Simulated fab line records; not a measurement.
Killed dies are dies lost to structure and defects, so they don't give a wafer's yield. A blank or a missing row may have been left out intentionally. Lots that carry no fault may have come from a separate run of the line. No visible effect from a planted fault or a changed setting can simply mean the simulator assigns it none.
Chamber matching    flow n5-finfet    rie-diel-02 running N5_BEOL_M11_ETCH_66: 4 sister chambers
The step etches SOC in N2/H2, target depth 120 nm, overetch 24 nm, time 180 s. 8 wafers are shown with their chamber, then 7 later ones without.

== WAFERS PAIRED WITH THEIR CHAMBERS ==
wafer   chamber  showerhead-plenum-p-Torr (Torr)  drypump-motor-current-A (A)
L074.5  2        2.70                             5.8
L074.6  3        2.50                             5.7
L076.4  3        2.50                             5.7
L089.2  1        2.47                             5.1
L089.5  0        2.51                             5.7
L089.6  1        2.47                             5.1
L092.1  2        2.68                             5.9
L092.4  0        2.51                             5.8

== WAFERS MISSING THEIR CHAMBER ==
wafer   showerhead-plenum-p-Torr (Torr)  drypump-motor-current-A (A)
L092.6  2.51                             5.8
L093.1  2.49                             5.7
L093.2  2.47                             5.1
L093.4  2.51                             5.7
L095.3  2.48                             5.7
L095.5  2.47                             5.1
L095.6  2.48                             5.8

== CHAMBER TAKEN BY EACH ==
wafer   from the rows above      in truth
L092.6  can't be placed: 0 or 3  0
L093.1  can't be placed: 3 or 0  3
L093.2  1                        1
L093.4  can't be placed: 0 or 3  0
L095.3  can't be placed: 3 or 0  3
L095.5  1                        1
L095.6  can't be placed: 3 or 0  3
2 of 7 placed correctly. These rows do not allow placing 5 (true chamber among the candidates in 5). Wrongly placed: 0.
How it was worked out, from the rows above alone: a wafer's distance from a chamber is the root of the sum, over the readings, of the square of ((its reading less the chamber's mean) divided by the reading's scatter). If the next closest chamber is less than 2 further off than the closest, the wafer can't be placed; otherwise it belongs to the closest. A chamber's mean is the mean of its shown wafers. How the scatter is found: for the shown wafers, subtract from each reading the mean of its chamber, square and add these, divide the total by (wafers less chambers), then take the root.
